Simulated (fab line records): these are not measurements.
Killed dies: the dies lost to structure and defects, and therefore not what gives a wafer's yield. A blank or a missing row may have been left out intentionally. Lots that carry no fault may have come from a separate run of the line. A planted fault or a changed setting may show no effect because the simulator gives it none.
fab line records	flow n5Finfet
record: lots: 24	wafers: 72	lastDay: 20
route steps=1938 shown BEOL_M2@905
lots that met no fault: taken from a fault-free run of the same line
startH: hours from the record's opening day to when the first of the lot's shown wafers began	waitH: hours elapsed since this lot's preceding step	" unchanged from the row above	L1.1+2: a single row standing in for several wafers	- value missing, or start not given	* or withheld: withheld	< > ~ a bound
route shown NAME@n: a module of which the file shows steps, and the number in the route of the first	usual: the fault-free wafers' mean and standard deviation	same: alike in all rows	chamber/n: place in a boat	sites: each site's reading	_std_site: their standard deviation	_edge_site: outer sites' mean less inner sites'	radiusMm: for every site, how far away it sits from the centre of the wafer	mask NAME#n: copy n	behind: the most recent tool/chamber to have shaped the wafer	hold: why the lot went on hold/how many hours it stayed there/how the hold came to an end	device: names the non-switching transistor (n, p or np)	end of line: the tests these same wafers got at the end of their route	for a step that has no rows: nothing shown but its recipe	killed: dies lost to structure and defects at the first sort, not the wafer's yield	map: the dies of a wafer, with x for killed, . for not killed, _ for no die there
set.NAME: the run value of the setting; set.NAME@STEP: its run value at that earlier step	model.NAME: the simulator's own value behind a step, which no gauge read
a sample of lots followed through the steps of the route, with each step as a table and each wafer as a row
services: from which hour (startH, from the record's first day; less than 0 if before it) a tool's chamber was out of use, for how many hours, and why
== steps ==
step: N5_BEOL_M2_ANNEAL_49
recipe: tempC: 400	timeS: 240	ambient: vacuum
usual: heaterPowerW: 783/86
lot.wafer	tool	chamber	startH	waitH	heaterPowerW
L075.1	pvdSputter-01	-	167.01	0.0	767
L075.5	"	-	"	"	744
L075.6	"	-	"	"	771
L074.2	pvdSputter-01	-	171.05	0.0	765
L074.3	"	-	"	"	798
L074.5	"	-	"	"	797
L076.2	pvdSputter-03	-	171.26	0.0	625
L076.3	"	-	"	"	1002
L076.5	"	-	"	"	796
L077.4	pvdSputter-01	-	173.19	0.0	746
L077.5	"	-	"	"	744
L077.6	"	-	"	"	769
L078.1	pvdSputter-03	-	174.10	0.0	618
L078.2	"	-	"	"	1059
L078.6	"	-	"	"	1028
L079.3	pvdSputter-01	-	179.03	0.0	772
L079.5	"	-	"	"	747
L079.6	"	-	"	"	778
L080.3	pvdSputter-01	-	181.93	0.0	752
L080.4	"	-	"	"	722
L080.6	"	-	"	"	766
L081.2	pvdSputter-03	-	186.88	0.0	708
L081.5	"	-	"	"	995
L081.6	"	-	"	"	697
L082.2	pvdSputter-01	-	187.31	0.0	870
L082.4	"	-	"	"	742
L082.5	"	-	"	"	748
L083.2	pvdSputter-02	-	196.51	0.0	708
L083.5	"	-	"	"	875
L083.6	"	-	"	"	793
L084.1	pvdSputter-01	-	210.27	0.0	722
L084.3	"	-	"	"	741
L084.4	"	-	"	"	878
L085.1	pvdSputter-02	-	214.96	0.0	878
L085.2	"	-	"	"	717
L085.5	"	-	"	"	889
L086.2	pvdSputter-01	-	223.49	0.0	792
L086.4	"	-	"	"	727
L086.6	"	-	"	"	701
L087.2	pvdSputter-03	-	237.24	0.0	773
L087.5	"	-	"	"	1000
L087.6	"	-	"	"	623
L088.1	pvdSputter-02	-	271.31	0.0	774
L088.2	"	-	"	"	720
L088.4	"	-	"	"	852
L089.1	pvdSputter-01	-	271.53	0.0	726
L089.2	"	-	"	"	765
L089.6	"	-	"	"	776
L090.2	pvdSputter-01	-	284.74	0.0	735
L090.4	"	-	"	"	772
L090.6	"	-	"	"	860
L092.3	pvdSputter-02	-	284.88	0.0	749
L092.4	"	-	"	"	878
L092.5	"	-	"	"	796
L093.1	pvdSputter-02	-	287.69	0.0	695
L093.2	"	-	"	"	787
L093.5	"	-	"	"	765
L094.2	pvdSputter-03	-	289.47	0.0	690
L094.3	"	-	"	"	793
L094.5	"	-	"	"	683
L095.1	pvdSputter-02	-	293.99	0.0	872
L095.4	"	-	"	"	776
L095.5	"	-	"	"	882
L091.2	pvdSputter-01	-	294.74	0.0	885
L091.4	"	-	"	"	753
L091.6	"	-	"	"	725
L097.1	pvdSputter-01	-	301.26	0.0	778
L097.4	"	-	"	"	881
L097.6	"	-	"	"	738
L096.1	pvdSputter-02	-	305.98	0.0	752
L096.4	"	-	"	"	879
L096.6	"	-	"	"	758
step: N5_BEOL_M2_SPUTTER_79
recipe: material: Cu	targetThkA: 45	tempC: -20	chamberPressurePa: 0.07	powerW: withheld	timeS: 8.29
usual: chamberPressurePa: 0.07/0.00013	throttleValvePct: 30.1/1.5
lot.wafer	tool	chamber	startH	waitH	chamberPressurePa	throttleValvePct
L075.1	pvdSputter-01	-	167.15	0.1	0.07005	29.7
L075.5	"	-	"	"	0.07008	28.3
L075.6	"	-	"	"	0.07002	29.9
L074.2	pvdSputter-01	-	171.19	0.1	0.0701	28.2
L074.3	"	-	"	"	0.07	29.8
L074.5	"	-	"	"	0.07034	29.9
L076.2	pvdSputter-03	-	171.40	0.1	0.06986	30.8
L076.3	"	-	"	"	0.07009	32.2
L076.5	"	-	"	"	0.06974	29.7
L077.4	pvdSputter-01	-	173.33	0.1	0.06985	28.2
L077.5	"	-	"	"	0.07003	29.7
L077.6	"	-	"	"	0.06997	28.3
L078.1	pvdSputter-03	-	174.24	0.1	0.07004	31.0
L078.2	"	-	"	"	0.07019	32.2
L078.6	"	-	"	"	0.07017	32.2
L079.3	pvdSputter-01	-	179.17	0.1	0.07007	29.9
L079.5	"	-	"	"	0.06987	28.6
L079.6	"	-	"	"	0.0701	29.7
L080.3	pvdSputter-01	-	182.07	0.1	0.07007	28.2
L080.4	"	-	"	"	0.07001	29.2
L080.6	"	-	"	"	0.06987	29.6
L081.2	pvdSputter-03	-	187.02	0.1	0.06999	29.3
L081.5	"	-	"	"	0.07014	32.8
L081.6	"	-	"	"	0.07	29.5
L082.2	pvdSputter-01	-	187.45	0.1	0.07009	32.8
L082.4	"	-	"	"	0.07003	28.4
L082.5	"	-	"	"	0.06984	28.3
L083.2	pvdSputter-02	-	196.65	0.1	0.07008	32.4
L083.5	"	-	"	"	0.07017	29.3
L083.6	"	-	"	"	0.06984	29.6
L084.1	pvdSputter-01	-	210.41	0.1	0.06988	29.2
L084.3	"	-	"	"	0.07	28.3
L084.4	"	-	"	"	0.06991	32.8
L085.1	pvdSputter-02	-	215.10	0.1	0.0703	29.1
L085.2	"	-	"	"	0.07	32.4
L085.5	"	-	"	"	0.0701	29.2
L086.2	pvdSputter-01	-	223.63	0.1	0.06991	29.5
L086.4	"	-	"	"	0.0697	29.3
L086.6	"	-	"	"	0.06985	29.5
L087.2	pvdSputter-03	-	237.38	0.1	0.0702	29.9
L087.5	"	-	"	"	0.07003	32.5
L087.6	"	-	"	"	0.06989	30.9
L088.1	pvdSputter-02	-	271.45	0.1	0.06997	29.5
L088.2	"	-	"	"	0.06986	32.3
L088.4	"	-	"	"	0.06995	29.1
L089.1	pvdSputter-01	-	271.67	0.1	0.07	29.2
L089.2	"	-	"	"	0.07	29.8
L089.6	"	-	"	"	0.07013	29.6
L090.2	pvdSputter-01	-	284.88	0.1	0.06982	29.2
L090.4	"	-	"	"	0.06994	29.9
L090.6	"	-	"	"	0.06991	33.0
L092.3	pvdSputter-02	-	285.02	0.1	0.07001	29.4
L092.4	"	-	"	"	0.06959	29.1
L092.5	"	-	"	"	0.06993	29.4
L093.1	pvdSputter-02	-	287.83	0.1	0.07017	32.4
L093.2	"	-	"	"	0.06995	29.3
L093.5	"	-	"	"	0.06985	28.9
L094.2	pvdSputter-03	-	289.61	0.1	0.06986	29.5
L094.3	"	-	"	"	0.06988	30.1
L094.5	"	-	"	"	0.06999	29.6
L095.1	pvdSputter-02	-	294.13	0.1	0.06999	29.1
L095.4	"	-	"	"	0.07014	29.2
L095.5	"	-	"	"	0.07007	29.7
L091.2	pvdSputter-01	-	294.88	0.1	0.07021	32.5
L091.4	"	-	"	"	0.07002	28.4
L091.6	"	-	"	"	0.06987	29.3
L097.1	pvdSputter-01	-	301.40	0.1	0.07001	29.8
L097.4	"	-	"	"	0.06997	32.8
L097.6	"	-	"	"	0.07013	28.4
L096.1	pvdSputter-02	-	306.12	0.1	0.0699	29.0
L096.4	"	-	"	"	0.07006	29.0
L096.6	"	-	"	"	0.07002	29.3
step: N5_BEOL_M2_ANNEAL_80
recipe: tempC: 400	timeS: 240	ambient: vacuum
usual: heaterPowerW: 784/86
lot.wafer	tool	chamber	startH	waitH	heaterPowerW
L075.1	pvdSputter-01	-	167.23	0.0	766
L075.5	"	-	"	"	758
L075.6	"	-	"	"	776
L074.2	pvdSputter-01	-	171.27	0.0	743
L074.3	"	-	"	"	785
L074.5	"	-	"	"	804
L076.2	pvdSputter-03	-	171.48	0.0	623
L076.3	"	-	"	"	1008
L076.5	"	-	"	"	774
L077.4	pvdSputter-01	-	173.41	0.0	765
L077.5	"	-	"	"	782
L077.6	"	-	"	"	762
L078.1	pvdSputter-03	-	174.32	0.0	630
L078.2	"	-	"	"	1000
L078.6	"	-	"	"	1043
L079.3	pvdSputter-01	-	179.25	0.0	750
L079.5	"	-	"	"	734
L079.6	"	-	"	"	766
L080.3	pvdSputter-01	-	182.15	0.0	758
L080.4	"	-	"	"	718
L080.6	"	-	"	"	775
L081.2	pvdSputter-03	-	187.10	0.0	673
L081.5	"	-	"	"	1035
L081.6	"	-	"	"	698
L082.2	pvdSputter-01	-	187.53	0.0	868
L082.4	"	-	"	"	744
L082.5	"	-	"	"	764
L083.2	pvdSputter-02	-	196.73	0.0	723
L083.5	"	-	"	"	889
L083.6	"	-	"	"	806
L084.1	pvdSputter-01	-	210.49	0.0	692
L084.3	"	-	"	"	745
L084.4	"	-	"	"	860
L085.1	pvdSputter-02	-	215.18	0.0	881
L085.2	"	-	"	"	698
L085.5	"	-	"	"	887
L086.2	pvdSputter-01	-	223.71	0.0	758
L086.4	"	-	"	"	712
L086.6	"	-	"	"	719
L087.2	pvdSputter-03	-	237.46	0.0	791
L087.5	"	-	"	"	998
L087.6	"	-	"	"	618
L088.1	pvdSputter-02	-	271.53	0.0	799
L088.2	"	-	"	"	702
L088.4	"	-	"	"	885
L089.1	pvdSputter-01	-	271.75	0.0	713
L089.2	"	-	"	"	794
L089.6	"	-	"	"	767
L090.2	pvdSputter-01	-	284.96	0.0	708
L090.4	"	-	"	"	784
L090.6	"	-	"	"	878
L092.3	pvdSputter-02	-	285.10	0.0	750
L092.4	"	-	"	"	874
L092.5	"	-	"	"	788
L093.1	pvdSputter-02	-	287.91	0.0	691
L093.2	"	-	"	"	806
L093.5	"	-	"	"	764
L094.2	pvdSputter-03	-	289.69	0.0	699
L094.3	"	-	"	"	785
L094.5	"	-	"	"	709
L095.1	pvdSputter-02	-	294.21	0.0	856
L095.4	"	-	"	"	754
L095.5	"	-	"	"	845
L091.2	pvdSputter-01	-	294.96	0.0	896
L091.4	"	-	"	"	725
L091.6	"	-	"	"	742
L097.1	pvdSputter-01	-	301.48	0.0	777
L097.4	"	-	"	"	912
L097.6	"	-	"	"	749
L096.1	pvdSputter-02	-	306.20	0.0	769
L096.4	"	-	"	"	892
L096.6	"	-	"	"	763
step: N5_BEOL_M2_SPUTTER_88
recipe: material: Cu	targetThkA: 45	tempC: -20	chamberPressurePa: 0.07	powerW: withheld	timeS: 8.29
usual: chamberPressurePa: 0.07/0.00012	throttleValvePct: 30.1/1.5
lot.wafer	tool	chamber	startH	waitH	chamberPressurePa	throttleValvePct
L075.1	pvdSputter-01	-	167.81	0.1	0.07	29.7
L075.5	"	-	"	"	0.06992	28.2
L075.6	"	-	"	"	0.07	29.7
L074.2	pvdSputter-01	-	171.85	0.1	0.06981	28.2
L074.3	"	-	"	"	0.07	29.8
L074.5	"	-	"	"	0.0698	29.8
L076.2	pvdSputter-03	-	172.06	0.1	0.0701	31.2
L076.3	"	-	"	"	0.06987	32.4
L076.5	"	-	"	"	0.07006	29.5
L077.4	pvdSputter-01	-	173.99	0.1	0.07004	28.5
L077.5	"	-	"	"	0.07001	29.7
L077.6	"	-	"	"	0.07013	28.3
L078.1	pvdSputter-03	-	174.90	0.1	0.07	30.9
L078.2	"	-	"	"	0.07007	32.4
L078.6	"	-	"	"	0.07009	32.3
L079.3	pvdSputter-01	-	179.83	0.1	0.06989	30.0
L079.5	"	-	"	"	0.07026	28.2
L079.6	"	-	"	"	0.07014	29.7
L080.3	pvdSputter-01	-	182.73	0.1	0.06985	28.6
L080.4	"	-	"	"	0.06956	29.4
L080.6	"	-	"	"	0.06986	29.8
L081.2	pvdSputter-03	-	187.68	0.1	0.06996	29.3
L081.5	"	-	"	"	0.0701	32.1
L081.6	"	-	"	"	0.07	29.5
L082.2	pvdSputter-01	-	188.11	0.1	0.06992	32.7
L082.4	"	-	"	"	0.0699	28.5
L082.5	"	-	"	"	0.06979	28.3
L083.2	pvdSputter-02	-	197.31	0.1	0.07006	32.6
L083.5	"	-	"	"	0.06999	29.3
L083.6	"	-	"	"	0.07004	29.5
L084.1	pvdSputter-01	-	211.07	0.1	0.06995	29.2
L084.3	"	-	"	"	0.06993	28.1
L084.4	"	-	"	"	0.07	32.8
L085.1	pvdSputter-02	-	215.76	0.1	0.06988	29.2
L085.2	"	-	"	"	0.07006	32.6
L085.5	"	-	"	"	0.07	29.0
L086.2	pvdSputter-01	-	224.29	0.1	0.07002	29.8
L086.4	"	-	"	"	0.07012	29.2
L086.6	"	-	"	"	0.07006	29.3
L087.2	pvdSputter-03	-	238.04	0.1	0.07007	29.8
L087.5	"	-	"	"	0.07001	32.2
L087.6	"	-	"	"	0.07027	31.0
L088.1	pvdSputter-02	-	272.11	0.1	0.06994	29.6
L088.2	"	-	"	"	0.06991	32.4
L088.4	"	-	"	"	0.07002	29.1
L089.1	pvdSputter-01	-	272.33	0.1	0.06992	29.2
L089.2	"	-	"	"	0.07005	29.6
L089.6	"	-	"	"	0.07004	30.1
L090.2	pvdSputter-01	-	285.54	0.1	0.06997	29.0
L090.4	"	-	"	"	0.07005	30.0
L090.6	"	-	"	"	0.06984	32.7
L092.3	pvdSputter-02	-	285.68	0.1	0.06985	29.2
L092.4	"	-	"	"	0.07028	29.2
L092.5	"	-	"	"	0.07004	29.5
L093.1	pvdSputter-02	-	288.49	0.1	0.07022	32.7
L093.2	"	-	"	"	0.07009	29.5
L093.5	"	-	"	"	0.06993	29.6
L094.2	pvdSputter-03	-	290.27	0.1	0.06971	29.5
L094.3	"	-	"	"	0.07007	30.0
L094.5	"	-	"	"	0.06998	29.3
L095.1	pvdSputter-02	-	294.79	0.1	0.07013	29.1
L095.4	"	-	"	"	0.06992	29.2
L095.5	"	-	"	"	0.06997	29.1
L091.2	pvdSputter-01	-	295.54	0.1	0.06996	32.9
L091.4	"	-	"	"	0.07027	28.2
L091.6	"	-	"	"	0.06998	29.1
L097.1	pvdSputter-01	-	302.06	0.1	0.07004	29.5
L097.4	"	-	"	"	0.07013	32.7
L097.6	"	-	"	"	0.07	28.4
L096.1	pvdSputter-02	-	306.78	0.1	0.06984	29.5
L096.4	"	-	"	"	0.07024	29.1
L096.6	"	-	"	"	0.06999	29.2
step: N5_BEOL_M2_ANNEAL_89
recipe: tempC: 400	timeS: 240	ambient: vacuum
usual: heaterPowerW: 783/87
lot.wafer	tool	chamber	startH	waitH	heaterPowerW
L075.1	pvdSputter-01	-	167.89	0.0	780
L075.5	"	-	"	"	750
L075.6	"	-	"	"	778
L074.2	pvdSputter-01	-	171.93	0.0	770
L074.3	"	-	"	"	773
L074.5	"	-	"	"	763
L076.2	pvdSputter-03	-	172.14	0.0	627
L076.3	"	-	"	"	1035
L076.5	"	-	"	"	797
L077.4	pvdSputter-01	-	174.07	0.0	719
L077.5	"	-	"	"	780
L077.6	"	-	"	"	734
L078.1	pvdSputter-03	-	174.98	0.0	608
L078.2	"	-	"	"	1034
L078.6	"	-	"	"	999
L079.3	pvdSputter-01	-	179.91	0.0	780
L079.5	"	-	"	"	750
L079.6	"	-	"	"	766
L080.3	pvdSputter-01	-	182.81	0.0	759
L080.4	"	-	"	"	741
L080.6	"	-	"	"	765
L081.2	pvdSputter-03	-	187.76	0.0	702
L081.5	"	-	"	"	1001
L081.6	"	-	"	"	685
L082.2	pvdSputter-01	-	188.19	0.0	871
L082.4	"	-	"	"	742
L082.5	"	-	"	"	773
L083.2	pvdSputter-02	-	197.39	0.0	693
L083.5	"	-	"	"	861
L083.6	"	-	"	"	777
L084.1	pvdSputter-01	-	211.15	0.0	735
L084.3	"	-	"	"	744
L084.4	"	-	"	"	858
L085.1	pvdSputter-02	-	215.84	0.0	879
L085.2	"	-	"	"	706
L085.5	"	-	"	"	886
L086.2	pvdSputter-01	-	224.37	0.0	770
L086.4	"	-	"	"	727
L086.6	"	-	"	"	738
L087.2	pvdSputter-03	-	238.12	0.0	777
L087.5	"	-	"	"	1038
L087.6	"	-	"	"	615
L088.1	pvdSputter-02	-	272.19	0.0	796
L088.2	"	-	"	"	711
L088.4	"	-	"	"	859
L089.1	pvdSputter-01	-	272.41	0.0	728
L089.2	"	-	"	"	786
L089.6	"	-	"	"	756
L090.2	pvdSputter-01	-	285.62	0.0	708
L090.4	"	-	"	"	770
L090.6	"	-	"	"	876
L092.3	pvdSputter-02	-	285.76	0.0	772
L092.4	"	-	"	"	870
L092.5	"	-	"	"	795
L093.1	pvdSputter-02	-	288.57	0.0	713
L093.2	"	-	"	"	794
L093.5	"	-	"	"	777
L094.2	pvdSputter-03	-	290.35	0.0	691
L094.3	"	-	"	"	783
L094.5	"	-	"	"	676
L095.1	pvdSputter-02	-	294.87	0.0	873
L095.4	"	-	"	"	753
L095.5	"	-	"	"	853
L091.2	pvdSputter-01	-	295.62	0.0	878
L091.4	"	-	"	"	737
L091.6	"	-	"	"	719
L097.1	pvdSputter-01	-	302.14	0.0	763
L097.4	"	-	"	"	897
L097.6	"	-	"	"	747
L096.1	pvdSputter-02	-	306.86	0.0	769
L096.4	"	-	"	"	894
L096.6	"	-	"	"	752
step: N5_BEOL_M2_DEP_57
recipe: material: SiCN	targetThkA: 80	tempC: withheld	precursor: 3MS/NH3	pressureTorr: 3	rfW: 202	timeS: 14
usual: chamberPressureTorr: 3.002/0.0068	showerheadPlenumPTorr: 3.667/0.011	throttleValvePct: 9.0/0.6
lot.wafer	tool	chamber	startH	waitH	chamberPressureTorr	showerheadPlenumPTorr	throttleValvePct
L075.1	pecvd-04	2	169.67	0.0	3.000	3.687	9.5
L075.5	"	1	"	"	3.010	3.694	8.7
L075.6	"	0	"	"	2.999	3.666	9.6
L074.2	pecvd-03	1	173.71	0.0	3.007	3.669	8.7
L074.3	"	0	"	"	2.998	3.659	9.8
L074.5	"	1	"	"	3.006	3.674	8.9
L076.2	pecvd-04	2	174.05	0.0	2.994	3.669	9.3
L076.3	"	0	"	"	3.005	3.671	9.4
L076.5	"	1	"	"	3.001	3.691	8.3
L077.4	pecvd-04	1	175.95	0.0	3.001	3.681	8.5
L077.5	"	2	"	"	3.010	3.680	9.2
L077.6	"	0	"	"	3.005	3.667	9.5
L078.1	pecvd-03	2	176.77	0.0	2.992	3.663	8.4
L078.2	"	1	"	"	3.011	3.661	9.1
L078.6	"	2	"	"	2.988	3.671	8.3
L079.3	pecvd-03	0	181.71	0.0	3.006	3.669	10.1
L079.5	"	0	"	"	2.992	3.662	10.1
L079.6	"	1	"	"	3.014	3.667	9.1
L080.3	pecvd-01	2	184.61	0.0	3.005	3.664	7.9
L080.4	"	2	"	"	3.006	3.673	8.0
L080.6	"	1	"	"	3.008	3.656	9.3
L081.2	pecvd-01	1	189.54	0.0	3.004	3.672	9.1
L081.5	"	1	"	"	2.995	3.667	9.4
L081.6	"	2	"	"	3.005	3.665	8.2
L082.2	pecvd-03	0	189.97	0.0	2.999	3.665	10.3
L082.4	"	1	"	"	3.007	3.666	9.2
L082.5	"	0	"	"	3.003	3.669	10.1
L083.2	pecvd-03	0	199.26	0.0	3.009	3.677	9.8
L083.5	"	1	"	"	2.994	3.666	9.1
L083.6	"	2	"	"	3.002	3.662	8.3
L084.1	pecvd-03	2	213.05	0.0	3.010	3.665	8.6
L084.3	"	0	"	"	2.996	3.654	10.0
L084.4	"	2	"	"	3.003	3.661	8.5
L085.1	pecvd-03	2	217.62	0.0	2.994	3.662	8.3
L085.2	"	1	"	"	2.999	3.671	9.4
L085.5	"	1	"	"	3.002	3.667	8.9
L086.2	pecvd-04	1	226.37	0.0	3.005	3.696	8.2
L086.4	"	1	"	"	3.000	3.688	8.2
L086.6	"	1	"	"	3.000	3.690	8.2
L087.2	pecvd-01	1	239.90	0.0	2.992	3.666	9.4
L087.5	"	1	"	"	3.002	3.661	9.5
L087.6	"	0	"	"	3.002	3.647	8.7
L088.1	pecvd-03	1	273.97	0.0	2.988	3.662	9.1
L088.2	"	2	"	"	3.000	3.666	8.4
L088.4	"	1	"	"	2.989	3.666	8.8
L089.1	pecvd-01	0	274.19	0.0	2.996	3.649	8.7
L089.2	"	2	"	"	3.014	3.672	8.5
L089.6	"	1	"	"	3.002	3.660	9.2
L090.2	pecvd-01	2	287.40	0.0	2.994	3.675	8.2
L090.4	"	0	"	"	3.012	3.650	9.0
L090.6	"	2	"	"	3.006	3.674	8.1
L092.3	pecvd-04	2	287.54	0.0	3.006	3.675	8.7
L092.4	"	2	"	"	2.996	3.674	8.7
L092.5	"	0	"	"	2.983	3.664	9.3
L093.1	pecvd-01	0	290.50	0.0	3.001	3.643	8.8
L093.2	"	2	"	"	3.009	3.678	8.2
L093.5	"	0	"	"	3.002	3.643	8.9
L094.2	pecvd-01	0	292.14	0.0	3.015	3.643	8.8
L094.3	"	2	"	"	3.011	3.659	8.3
L094.5	"	2	"	"	3.008	3.671	8.0
L095.1	pecvd-03	2	296.66	0.0	2.997	3.660	8.5
L095.4	"	0	"	"	2.990	3.666	10.2
L095.5	"	2	"	"	3.014	3.669	8.5
L091.2	pecvd-01	1	297.40	0.0	2.994	3.663	9.4
L091.4	"	1	"	"	3.009	3.669	9.1
L091.6	"	2	"	"	3.001	3.668	8.4
L097.1	pecvd-03	2	304.05	0.0	3.001	3.664	8.7
L097.4	"	0	"	"	2.992	3.666	10.0
L097.6	"	1	"	"	3.007	3.677	9.1
L096.1	pecvd-04	0	308.95	0.0	2.993	3.670	9.6
L096.4	"	1	"	"	3.003	3.695	8.5
L096.6	"	0	"	"	2.986	3.665	9.6
== services ==
tool	chamber	startH	hours	kind
pecvd-01	2	169.08	7.5	repair
pecvd-01	-	177.85	1.3	repair
pecvd-03	-	178.18	2.7	repair
pecvd-01	-	181.87	0.8	repair
pecvd-04	2	202.38	-	clean
pecvd-04	2	202.38	-	consumableReplace:showerhead
pecvd-04	2	202.38	29.0	scheduledDown
pecvd-04	2	202.38	29.0	ventCycle
pecvd-04	0	212.20	5.5	scheduledDown
pecvd-01	0	216.34	2.1	scheduledDown
pecvd-04	1	224.13	2.1	scheduledDown
pecvd-01	2	250.90	5.5	scheduledDown
pecvd-03	1	271.19	2.1	repair
pecvd-01	1	276.93	5.8	repair
pecvd-03	0	276.97	8.1	repair
pecvd-04	0	284.53	2.1	scheduledDown
pecvd-04	-	289.99	14.6	pm
== key ==
fault none
